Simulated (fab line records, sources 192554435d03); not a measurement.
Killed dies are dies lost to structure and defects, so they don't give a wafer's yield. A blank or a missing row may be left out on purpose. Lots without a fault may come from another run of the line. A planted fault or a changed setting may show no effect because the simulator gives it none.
Split-lot experiment | flow n5_finfet | 7 lots, 21 wafers read, on a route of 1938 steps

THE SPLIT
At N5_BEOL_M3_EXPOSE_25 (exposes mask V2, defocus 5 nm), the setting dose_mj was moved away from the recipe's 63 on 8 of the 21 wafers read, by -7.4% to -4.8%. The other wafers ran this setting at the recipe's value.

FROM THE SPLIT TO THE READING: what the file shows between them, 2 steps
- N5_BEOL_M3_PEB_26: peb time 60 s
- N5_BEOL_M3_DEVELOP_27: develop time 30 s

THE READING
cd_nm, in nm, at N5_BEOL_M3_CD_MEAS_28 (target cd 25.7 nm, target cd y 23.3 nm). Fault-free wafers of this fab line usually give 25.77 nm, standard deviation 0.24 nm.

wafer  | tool, chamber at the split | dose_mj as run | against the recipe | cd_nm, nm | against lot-mates on the recipe
L080.1 | euv_scanner-02, 0          | 63             | recipe             | 26.37     | -
L080.2 | euv_scanner-02, 0          | 63             | recipe             | 25.31     | -
L080.5 | euv_scanner-02, 0          | 63             | recipe             | 25.70     | -
L081.1 | euv_scanner-02, 0          | 58.77          | -6.7%              | 24.54     | -1.45
L081.3 | euv_scanner-02, 0          | 63             | recipe             | 25.99     | -
L081.4 | euv_scanner-02, 0          | 58.77          | -6.7%              | 24.85     | -1.14
L090.1 | euv_scanner-01, 0          | 63             | recipe             | 26.05     | -
L090.5 | euv_scanner-01, 0          | 58.36          | -7.4%              | 24.09     | -1.96
L090.6 | euv_scanner-01, 0          | 58.36          | -7.4%              | 24.26     | -1.79
L091.2 | euv_scanner-01, 0          | 63             | recipe             | 25.75     | -
L091.5 | euv_scanner-01, 0          | 63             | recipe             | 25.95     | -
L091.6 | euv_scanner-01, 0          | 63             | recipe             | 25.61     | -
L093.2 | euv_scanner-01, 0          | 63             | recipe             | 26.19     | -
L093.5 | euv_scanner-01, 0          | 63             | recipe             | 26.16     | -
L093.6 | euv_scanner-01, 0          | 63             | recipe             | 25.65     | -
L097.2 | euv_scanner-02, 0          | 58.61          | -7.0%              | 24.81     | no lot-mate on the recipe
L097.4 | euv_scanner-02, 0          | 58.61          | -7.0%              | 24.66     | no lot-mate on the recipe
L097.6 | euv_scanner-02, 0          | 58.61          | -7.0%              | 24.70     | no lot-mate on the recipe
L096.1 | euv_scanner-02, 0          | 63             | recipe             | 25.76     | -
L096.2 | euv_scanner-02, 0          | 59.96          | -4.8%              | 24.49     | -1.25
L096.3 | euv_scanner-02, 0          | 63             | recipe             | 25.71     | -

THE FIT
A straight line over all 21 wafers: cd_nm changes by +0.192 nm for each +1% of dose_mj; r = +0.92; the points scatter about the line by 0.29 nm.
The same after taking each lot's own level away (the mean of its wafers on the recipe; 18 wafers): +0.23 nm for each +1%; r = +0.94; scatter 0.26 nm.
On that fit, the largest move of dose_mj shifts the reading by 1.7 nm.
The lots' own levels span 25.735 to 26.050 nm, that is 1.3 times the standard deviation above.
So the lot-to-lot level changes the slope: the two fits differ.
Check: with one of the wafers moved furthest among these (-7.4%) left out of the fit, the line predicts -1.61 nm for it against its lot-mates. It came out at -1.96 nm against them.

OTHER SPLITS ON THESE WAFERS
These wafers also went through other splits before the reading. Each is held against what the fit with the lots' levels taken away leaves over:
other split on the same wafers | wafers away from the commonest value | r with cd_nm (lot level and that fit taken away)
N5_BEOL_M3_EXPOSE_08 dose_mj   | 6                                    | +0.42

THE FILE'S OWN FIT
cd_nm changes by +0.233 nm for each +1% of dose_mj, r = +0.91.
